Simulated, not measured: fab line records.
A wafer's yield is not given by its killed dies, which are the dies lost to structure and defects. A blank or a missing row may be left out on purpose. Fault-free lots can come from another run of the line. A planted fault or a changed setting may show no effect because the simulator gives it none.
Chamber matching ; flow n5_finfet ; rie_diel-03 running N5_BEOL_M6_DESCUM_16: 4 sister chambers
The step chemistry O2, time 7.9 s. 8 wafers are shown with their chamber, then 7 later ones without.

WAFERS WITH THEIR CHAMBER
wafer;chamber;throttle_valve_pct (%);drypump_motor_current_A (A)
L077.6;3;20.60;6.0
L078.4;0;20.24;5.1
L079.2;0;20.25;5.1
L079.3;3;20.63;5.9
L083.5;2;20.88;5.5
L083.6;1;20.03;6.3
L082.1;2;20.88;5.5
L082.4;1;20.02;6.4

WAFERS WITH NO CHAMBER GIVEN
wafer;throttle_valve_pct (%);drypump_motor_current_A (A)
L082.5;20.64;5.9
L088.1;20.66;5.9
L088.2;20.90;5.5
L088.6;20.06;6.3
L096.1;20.69;5.9
L096.2;20.08;6.3
L096.5;20.92;5.5

WHICH CHAMBER EACH WENT THROUGH
wafer;from the rows above;in truth
L082.5;3;3
L088.1;3;3
L088.2;2;2
L088.6;1;1
L096.1;3;3
L096.2;1;1
L096.5;2;2
Placed correctly: 7 of 7. From these rows, 0 cannot be placed. Wrongly placed: 0.
How it was worked out, from the rows above alone: a wafer's distance from a chamber is the root of the sum, over the readings, of the square of ((its reading less the chamber's mean) divided by the reading's scatter). The wafer belongs to the nearest chamber; if the next one is less than 2 further off, it can't be placed. A chamber's mean is the mean of its shown wafers. The scatter: the root of (the sum of the squares of (reading less its chamber's mean) over the shown wafers, divided by (wafers less chambers)).
